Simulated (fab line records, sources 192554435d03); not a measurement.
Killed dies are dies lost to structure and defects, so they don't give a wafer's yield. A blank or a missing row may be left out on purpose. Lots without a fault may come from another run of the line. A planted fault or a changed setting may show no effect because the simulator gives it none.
Problem report in the 8D (eight disciplines) form, filled by code | flow n5_finfet | the parts of the form that need people (team, actions taken, sign-off) are left out

1. THE PROBLEM
thk_nm at N5_BEOL_M0_SAQP_THK_MEAS_05 reads a mean of 82.4 nm on 5 wafers of 3 lots; wafers without a fault read 59.7 nm with a standard deviation of 0.8. That is +28 standard deviations from the usual mean.
First seen on wafer L305.2, day 9 20:51, on film_metro-02. The record holds 24 wafers of 9 lots with a number at this step. Rule for "out", or "out of limits": more than 4 standard deviations from the usual mean. The other wafers with a number count as sound.

2. WHAT IT IS AND WHAT IT IS NOT
question                    | is                                     | is not
which readings at this step | thk_nm                                 | -
which lots                  | L305, L307, L310                       | L290, L291, L294, L295, L296, L300
which wafers of those lots  | L305.2, L305.6, L307.2, L307.6, L310.2 | L310.1
read on which gauges        | film_metro-01, film_metro-02           | -
when                        | from day 9 20:51                       | up to then (18 sound wafers); but 1 sound wafer of L310 came after

3. SUSPECTS, AND WHAT RULES EACH OUT
Counting: a tool at a process step up to the reading stays a suspect if it ran every lot that is out. Sound lots after the first of them don't rule it out here, since some wafers of a struck lot are sound.
- the gauge at N5_BEOL_M0_SAQP_THK_MEAS_05: ruled out. The wafers that are out were read on 2 gauges (film_metro-01, film_metro-02).
- cmp-01 at N5_MOL_CONTACT_COAG_CMP_52 (polishes, stops on SiO2, t overpolish 1.5 s, target thk 66.5 nm): kept. It ran every lot that is out, first L305 (day 9 16:29); its last sound lot up to then is L300 (day 8 09:45).
- pecvd-03 at N5_BEOL_M0_SAQP_PECVD_04 (deposits a-Si from SiH4/He, target thk 60 nm, time 60.2 s): kept. It ran every lot that is out, first L305 (day 9 20:42); its last sound lot up to then is L300 (day 8 14:04).
Left after counting: cmp-01 at N5_MOL_CONTACT_COAG_CMP_52, pecvd-03 at N5_BEOL_M0_SAQP_PECVD_04.

4. THE CAUSE (what the simulator had put in)
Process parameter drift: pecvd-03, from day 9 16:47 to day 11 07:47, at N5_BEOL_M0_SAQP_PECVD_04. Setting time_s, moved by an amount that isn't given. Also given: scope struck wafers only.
Counting left 2 suspects, and this tool is among them.

5. THE CHAIN OF EFFECTS, in route order
Each row: a reading whose mean over the struck wafers that have a number lies more than 3 standard deviations from the usual. Only readings for which the record gives a usual standard deviation are gone through. hours: the time from each lot's start at the first step in this table that gives one to its start at this step, as a median over the lots. sigmas: the change in usual standard deviations.
hours | step                            | reading        | usual      | on struck wafers | change | sigmas
0     | N5_BEOL_M0_SAQP_THK_MEAS_05     | thk_nm         | 59.7 nm    | 82.4             | +22.7  | +28
1     | N5_BEOL_M0_SAQP_MANDREL_ETCH_20 | oes_product_au | 0.776 a.u. | 0.947            | +0.171 | +11
The process steps in it:
- N5_BEOL_M0_SAQP_MANDREL_ETCH_20: etches a-Si in HBr/Cl2, stops on SiNx, target depth 60 nm, bt time 10 s, time 30 s.
Later measuring or inspecting steps at which every struck wafer that the step has a row for has a number for every such reading, and none has moved that far: N5_BEOL_M4_RC_MEAS_101.

6. WHAT WOULD HAVE CAUGHT IT SOONER
In this record the first reading out of limits at a measuring or inspecting step was taken at day 9 20:51, 4 hours after the fault began at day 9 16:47.
Of the tool readings at N5_BEOL_M0_SAQP_PECVD_04 for which the record gives a usual standard deviation, none was out on any struck wafer, so an alarm limit of 4 standard deviations on them would not have fired.
Of the lots that are out (3), L307, L310 began N5_BEOL_M0_SAQP_PECVD_04 on pecvd-03 after day 9 20:51. A hold on the tool at that time would have spared those 2.
